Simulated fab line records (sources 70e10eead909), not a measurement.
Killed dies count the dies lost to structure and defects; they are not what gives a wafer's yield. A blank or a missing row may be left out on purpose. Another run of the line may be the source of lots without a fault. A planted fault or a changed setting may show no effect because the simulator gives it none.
fab line records    flow nandHarc
record: lots: 6  wafers: 17  lastDay: 23
route steps=1159 shown A_ZERO_WELL@412 A_SOURCE_PLATE@413 A_ONON_D1@424
lots untouched by any fault: they come from a run of this same line in which no faults occurred
startH: hours from the record's first day to the start of the lot's first wafer shown    waitH: hours since the lot's step before    " unchanged from the row above    L1.1+2: several wafers, shown together as one row    - no value, or no start given    * or withheld: withheld    < > ~ a bound
route shown NAME@n: names a module that has steps shown in the file, with the first one's number in the route    usual: mean/standard deviation of fault-free wafers    same: alike in all rows    chamber/n: place in a boat    sites: per-site readings    _std_site: standard deviation across them    _edge_site: mean of outer sites minus mean of inner sites    radiusMm: for every site, how far away it sits from the centre of the wafer    mask NAME#n: copy n    behind: tool/chamber where the wafer was last shaped    hold: why the lot was held/for how many hours/how that ended    device: names the non-switching transistor (n, p or np)    end of line: the same wafers' tests at the end of the route    where a step has no rows: the recipe by itself    killed: dies lost to structure and defects at the first sort, not the wafer's yield    map: dies across one wafer; x = killed, . = not, _ = none there
set.NAME: the setting as run; set.NAME@STEP: as run at that earlier step    model.NAME: the simulator's own value behind a step, which no gauge read
certain route steps with their lots: each step a table, each wafer a row
services: a tool's chamber out of use, with start hour (startH, from the record's first day; less than 0 if before it), hours out, and reason
== steps ==
step: NHARC_A_ZERO_WELL_INSPECT_17
usual: rawDefectCount: 10/5
lot.wafer  tool              chamber  startH  waitH  rawDefectCount
L908.1     defectInspect-01  -        160.21  0.2    8
L908.2     "                 -        "       "      11
L908.4     "                 -        "       "      6
L912.1     defectInspect-02  -        178.14  0.2    4
L912.3     "                 -        "       "      7
L912.4     "                 -        "       "      5
L913.2     defectInspect-01  -        188.88  0.1    14
L913.4     "                 -        "       "      4
L919.2     defectInspect-01  -        208.09  0.1    7
L919.3     "                 -        "       "      14
L919.6     "                 -        "       "      6
L924.1     defectInspect-02  -        248.04  0.2    14
L924.2     "                 -        "       "      20
L924.5     "                 -        "       "      17
L926.1     defectInspect-02  -        262.34  0.2    6
L926.2     "                 -        "       "      16
L926.3     "                 -        "       "      10
step: NHARC_A_SOURCE_PLATE_PRECLEAN_00
recipe: timeS: 60  chemistry: HF-LAST
step: NHARC_A_SOURCE_PLATE_SRD_01
step: NHARC_A_SOURCE_PLATE_OXIDE_02
recipe: targetThkA: 100  tempC: 900  oxTimeS: 1362  material: SiO2
step: NHARC_A_SOURCE_PLATE_THK_MEAS_09
recipe: thkMeasGauge: ellipsometry
usual: thkNm: 9.7/1.1
lot.wafer  tool          chamber  startH  waitH  thkNm
L908.1     filmMetro-01  -        169.09  0.4    11.8
L908.2     "             -        "       "      7.4
L908.4     "             -        "       "      10.2
L912.1     filmMetro-02  -        185.29  0.4    9.0
L912.3     "             -        "       "      8.8
L912.4     "             -        "       "      10.5
L913.2     filmMetro-01  -        198.78  0.4    9.9
L913.4     "             -        "       "      10.2
L919.2     filmMetro-01  -        218.68  0.4    9.6
L919.3     "             -        "       "      12.1
L919.6     "             -        "       "      9.2
L924.1     filmMetro-01  -        257.13  0.4    10.8
L924.2     "             -        "       "      9.9
L924.5     "             -        "       "      10.9
L926.1     filmMetro-01  -        269.78  0.4    10.6
L926.2     "             -        "       "      8.7
L926.3     "             -        "       "      10.6
step: NHARC_A_SOURCE_PLATE_PVD_04
recipe: targetThkA: 500  material: WSi2
step: NHARC_A_SOURCE_PLATE_CVD_03
recipe: targetThkA: 2000  tempC: 620  pressureMtorr: 200  timeS: 4000  material: poly-Si
step: NHARC_A_SOURCE_PLATE_ANNEAL_05
recipe: tempC: 850  timeS: 1800
step: NHARC_A_SOURCE_PLATE_THK_MEAS_06
recipe: thkMeasGauge: ellipsometry
usual: thkNm: 200.2/2.3
lot.wafer  tool          chamber  startH  waitH  thkNm
L908.1     filmMetro-02  -        182.20  0.4    199.1
L908.2     "             -        "       "      202.5
L908.4     "             -        "       "      202.6
L912.1     filmMetro-02  -        198.76  0.4    204.1
L912.3     "             -        "       "      201.7
L912.4     "             -        "       "      201.5
L913.2     filmMetro-01  -        215.03  0.4    197.6
L913.4     "             -        "       "      197.6
L919.2     filmMetro-01  -        231.44  0.4    199.8
L919.3     "             -        "       "      198.5
L919.6     "             -        "       "      199.8
L924.1     filmMetro-01  -        271.81  0.4    201.5
L924.2     "             -        "       "      202.6
L924.5     "             -        "       "      204.1
L926.1     filmMetro-01  -        282.90  0.4    203.6
L926.2     "             -        "       "      203.7
L926.3     "             -        "       "      202.3
step: NHARC_A_SOURCE_PLATE_INSPECT_08
usual: rawDefectCount: 57/25
lot.wafer  tool              chamber  startH  waitH  rawDefectCount
L908.1     defectInspect-01  -        182.29  0.0    115
L908.2     "                 -        "       "      103
L908.4     "                 -        "       "      115
L912.1     defectInspect-02  -        198.86  0.0    44
L912.3     "                 -        "       "      32
L912.4     "                 -        "       "      23
L913.2     defectInspect-02  -        215.09  0.0    38
L913.4     "                 -        "       "      34
L919.2     defectInspect-01  -        231.50  0.0    33
L919.3     "                 -        "       "      39
L919.6     "                 -        "       "      40
L924.1     defectInspect-02  -        271.87  0.0    39
L924.2     "                 -        "       "      36
L924.5     "                 -        "       "      24
L926.1     defectInspect-01  -        282.96  0.0    78
L926.2     "                 -        "       "      63
L926.3     "                 -        "       "      52
step: NHARC_A_ONON_D1_DEP_00
recipe: targetThkA: 10000  n2FlowSccm: 2750  n2oFlowSccm: 2000  nh3FlowSccm: 500  sih4FlowSccm: 210  tempC: 400
lot.wafer   tool          chamber  startH  waitH
L908.1+2+4  pecvdOnon-04  0        182.35  0.1
L912.1+3+4  pecvdOnon-03  0        198.93  0.1
L913.2+4    pecvdOnon-03  0        215.22  0.1
L919.2+3+6  pecvdOnon-03  0        231.62  0.1
L924.1+2+5  pecvdOnon-04  0        271.94  0.1
L926.1+2+3  pecvdOnon-02  0        283.03  0.1
step: NHARC_A_ONON_D1_THK_MEAS_02
recipe: thkMeasGauge: ellipsometry
usual: thkNm: 997/9.4
lot.wafer  tool          chamber  startH  waitH  hold                     thkNm
L908.1     filmMetro-01  -        182.87  -      -                        995
L908.2     "             -        "       "      -                        999
L908.4     "             -        "       "      -                        999
L912.1     filmMetro-01  -        199.43  -      -                        994
L912.3     "             -        "       "      -                        996
L912.4     "             -        "       "      -                        994
L913.2     filmMetro-01  -        215.66  -      awaitDispo/0.2h/release  661
L913.4     "             -        "       "      awaitDispo/0.2h/release  663
L913.2     filmMetro-01  -        215.84  0.2    -                        661
L913.4     "             -        "       "      -                        664
L919.2     filmMetro-02  -        232.08  -      awaitDispo/0.2h/release  676
L919.3     "             -        "       "      awaitDispo/0.2h/release  1018
L919.6     "             -        "       "      awaitDispo/0.2h/release  1020
L919.2     filmMetro-02  -        232.25  0.2    -                        674
L919.3     "             -        "       "      -                        1018
L919.6     "             -        "       "      -                        1018
L924.1     filmMetro-01  -        272.45  -      -                        993
L924.2     "             -        "       "      -                        997
L924.5     "             -        "       "      -                        996
L926.1     filmMetro-01  -        283.54  -      -                        1000
L926.2     "             -        "       "      -                        1001
L926.3     "             -        "       "      -                        1001
== services ==
tool          chamber  startH  hours  kind
pecvdOnon-04  -        237.21  13.0   pm
== key ==
firstSign: step: NHARC_A_ONON_D1_THK_MEAS_02  reading: visit  direction: added
effect: step: NHARC_A_ONON_D1_THK_MEAS_02  reading: thkNm  direction: down  sigmas: 35  usual: 997  struck: 666
metAt NHARC_A_ONON_D1_DEP_00
struckWafers L913.2,L913.4,L919.2
laterRowsLeftOut L913.2,L913.4,L919.2
sortLeftOut L913.2,L913.4,L919.2
testerLeftOut L913,L919
onsetBetween 198.93 215.22
fault: kind: processParameterDrift  tool: pecvdOnon-03  chamber: -  onsetH: 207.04  steps: NHARC_A_ONON_D1_DEP_00  channel: targetThkA  offset: *  shape: step  endH: 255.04  scope: struckWafersOnly  actsIn: *  stated: *
testerLeftOut: of these lots the tester's yield and bins aren't shown, on N5 and GAA mostly nor the transistor test; their killed dies are dies lost to structure and defects alone, not to doping, threshold or leakage, so they don't give the yield
sortLeftOut: the simulated sort isn't trusted on such a fault, so these wafers' sort isn't shown, and their yield isn't known
laterRowsLeftOut: the simulator's readings of these wafers behind a module that went badly wrong aren't trusted and aren't shown, but for the sort
